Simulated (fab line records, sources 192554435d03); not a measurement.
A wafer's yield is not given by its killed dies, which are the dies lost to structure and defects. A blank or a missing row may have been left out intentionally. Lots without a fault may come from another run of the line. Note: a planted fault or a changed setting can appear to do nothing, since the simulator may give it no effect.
A lot that was struck, set against a sound lot | flow n5-finfet | 43 steps out of a route of 1938
Sound: these wafers, L923.2, L923.3, L923.5. Wafers L940.2, L940.5, L940.6 were the ones struck. At the end, the cause is stated.
Per side, at each step with rows, come the tool, then ch with its chambers, and then its first start. Under that, the readings that differ: sound wafers | struck wafers | difference of the means | sigmas: that difference in standard deviations of wafers without a fault.
alike: readings with means less than 2 such deviations apart, plus words and numbers identical on both sides. not compared: withheld readings, readings lacking a value on some wafer, bounds such as >300 that could conceal the same value, and numbers that have no deviation in the record and whose values overlap.
A row with sigmas, a row that says differs or no value, or rows on one side alone: a step with any of these is where the two part. Non-overlapping numbers with no deviation appear without sigmas and do not part them. A reading that every wafer of one side lacks parts them only if that side has two wafers or more.

first, 8 steps without rows for these wafers: N5_WELL_APT_HMDS_01 (time 60 s); N5_WELL_APT_COAT_02 (resist thk 950 nm); N5_WELL_APT_EBR_04; N5_WELL_APT_SOFTBAKE_03 (time 60 s); N5_WELL_APT_EXPOSE_05 (exposes mask NWELL, defocus 0 nm, target cd 200 nm); N5_WELL_APT_PEB_06 (peb time 90 s); N5_WELL_APT_DEVELOP_07 (develop time 45 s); N5_WELL_APT_HARDBAKE_12 (time 120 s).
N5_WELL_APT_CD_MEAS_08: the cd target is 200 nm.
  sound on cd-sem-01 ch 0, day 2 19:58; struck on cd-sem-01 ch 0, day 7 01:43
  alike: cd-nm
N5_WELL_APT_OVL_MEAS_09:
  sound on overlay-02 ch 0, day 2 19:59; struck on overlay-02 ch 0, day 7 01:44
  alike: NWELL_OVL
N5_WELL_APT_INSPECT_10: inspects for defects (macro).
  sound on defect-inspect-01 at day 2 20:01; struck on defect-inspect-02 at day 7 01:46
  alike: raw-defect-count
N5_WELL_APT_DESCUM_13: chemistry O2, time 7.9 s.
  sound on rie-diel-03 ch 0,1,2, day 2 20:03; struck on rie-diel-06 ch 0,1, day 7 01:48
  alike: drypump-motor-current-A, oes-product-au, rf-vpp-V, showerhead-plenum-p-Torr, throttle-valve-pct
  not compared: rf-hours-counter-h
N5_WELL_APT_IMPLANT_14:
  sound on implanter-01 ch 0, day 2 20:11; struck on implanter-02 ch 0, day 7 01:56
  reading            | sound                            | struck                           | difference  | sigmas
  dose-ions-cm2      | 1.5018e+13 1.4987e+13 1.4986e+13 | 1.8068e+13 1.8085e+13 1.8043e+13 | +3.0683e+12 | +99 or more
  faraday-current-uA | 195 193 186                      | 226 232 219                      | +34         | +10
  alike: beam-on-s
then, 10 steps without rows for these wafers: N5_WELL_APT_IMPLANT_15; N5_WELL_APT_STRIP_16 (strips in SPM, time 900 s); N5_WELL_APT_HMDS_18 (time 60 s); N5_WELL_APT_COAT_19 (resist thk 950 nm); N5_WELL_APT_EBR_21; N5_WELL_APT_SOFTBAKE_20 (time 60 s); N5_WELL_APT_EXPOSE_22 (exposes mask PWELL, defocus 0 nm, target cd 200 nm); N5_WELL_APT_PEB_23 (peb time 90 s); N5_WELL_APT_DEVELOP_24 (develop time 45 s); N5_WELL_APT_HARDBAKE_29 (time 120 s).
N5_WELL_APT_CD_MEAS_25: the cd target is 200 nm.
  sound on cd-sem-01 ch 0, day 2 21:13; struck on cd-sem-01 ch 0, day 7 02:58
  alike: cd-nm
N5_WELL_APT_OVL_MEAS_26:
  sound on overlay-02 ch 0, day 2 21:15; struck on overlay-01 ch 0, day 7 02:59
  reading        | sound     | struck | difference | sigmas
  PWELL_OVL (nm) | -10 -8 -6 | 2 5 11 | +14        | +3
N5_WELL_APT_INSPECT_27: inspects for defects (macro).
  sound on defect-inspect-02 at day 2 21:16; struck on defect-inspect-01 at day 7 03:01
  alike: raw-defect-count
N5_WELL_APT_DESCUM_30: chemistry O2, time 7.9 s.
  sound on rie-diel-06 ch 0,3, day 2 21:18; struck on rie-diel-06 ch 1,3, day 7 03:07
  alike: drypump-motor-current-A, oes-product-au, rf-vpp-V, showerhead-plenum-p-Torr, throttle-valve-pct
  not compared: rf-hours-counter-h
then, 3 steps without rows for these wafers: N5_WELL_APT_IMPLANT_31; N5_WELL_APT_IMPLANT_32; N5_WELL_APT_STRIP_33 (strips in SPM, time 900 s).
N5_WELL_APT_RTA_34: time 10 s.
  sound on rtp-anneal-02 ch 0, day 2 22:05; struck on rtp-anneal-02 ch 0, day 7 03:55
  alike: lamp-power-pct, wafer_temp_C_max
then, 4 steps without rows for these wafers: N5_WELL_APT_OXIDE_STRIP_42 (strips SiO2 in dHF, time 45 s, target depth 12 nm); N5_WELL_APT_PRECLEAN_36 (cleans in O3/DIW, time 45 s); N5_WELL_APT_PRECLEAN_39 (cleans in dHF, time 60 s); N5_WELL_APT_SRD_37 (time 30 s).
N5_WELL_APT_EPI_41: deposits Si from SiH4/H2, target thk 50 nm, time 297.7 s.
  sound on epi-rpcvd-04 ch 0, day 2 22:24; struck on epi-rpcvd-01 ch 0, day 7 04:31
  alike: throttle-valve-pct
N5_WELL_APT_INSPECT_38: inspects for defects (darkfield).
  sound on defect-inspect-02 at day 2 22:56; struck on defect-inspect-01 at day 7 05:03
  alike: raw-defect-count
N5_PMOS_HMC_CHANNEL_EPI_HM_DEP_34: deposits SiO2 from TEOS/O2, target thk 36 nm, time 6.9 s.
  sound on pecvd-01 ch 0,1, day 2 22:59; struck on pecvd-02 ch 0,2, day 7 05:05
  alike: heater-power-outer-w, heater-power-w, showerhead-plenum-p-Torr, throttle-valve-pct
then, 4 steps without rows for these wafers: N5_PMOS_HMC_CHANNEL_EPI_COAT_31 (time 60 s, resist thk 66 nm); N5_PMOS_HMC_CHANNEL_EPI_COAT_03 (resist thk 205 nm); N5_PMOS_HMC_CHANNEL_EPI_EBR_05; N5_PMOS_HMC_CHANNEL_EPI_SOFTBAKE_04 (time 60 s).
-- record jumps: 8 days separate the struck wafers' starts on either side; left off in module PMOS_HMC_CHANNEL_EPI, taken up again in module BEOL_M4, whose first shown step is the route's number 1111 --
N5_BEOL_M4_RC_MEAS_101:
  sound on prober-02 ch 0, day 9 00:02; struck on prober-01 ch 0, day 15 05:52
  reading           | sound          | struck      | difference | sigmas
  RS_NWELL (ohm/sq) | 1046 1050 1041 | 955 942 937 | -101       | -16
  alike: DIBL_N, DIBL_P, IOFF_N, IOFF_P, ION_N, ION_P, SS_N, SS_P, VT_N, VT_P

## WHERE THEY PART
Last at N5_BEOL_M4_RC_MEAS_101 as far as this record goes, first at N5_WELL_APT_IMPLANT_14.

WHY: whatever the simulator had introduced
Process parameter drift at N5_WELL_APT_IMPLANT_14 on implanter-02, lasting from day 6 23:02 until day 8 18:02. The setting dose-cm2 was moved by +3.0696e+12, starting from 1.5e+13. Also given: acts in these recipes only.
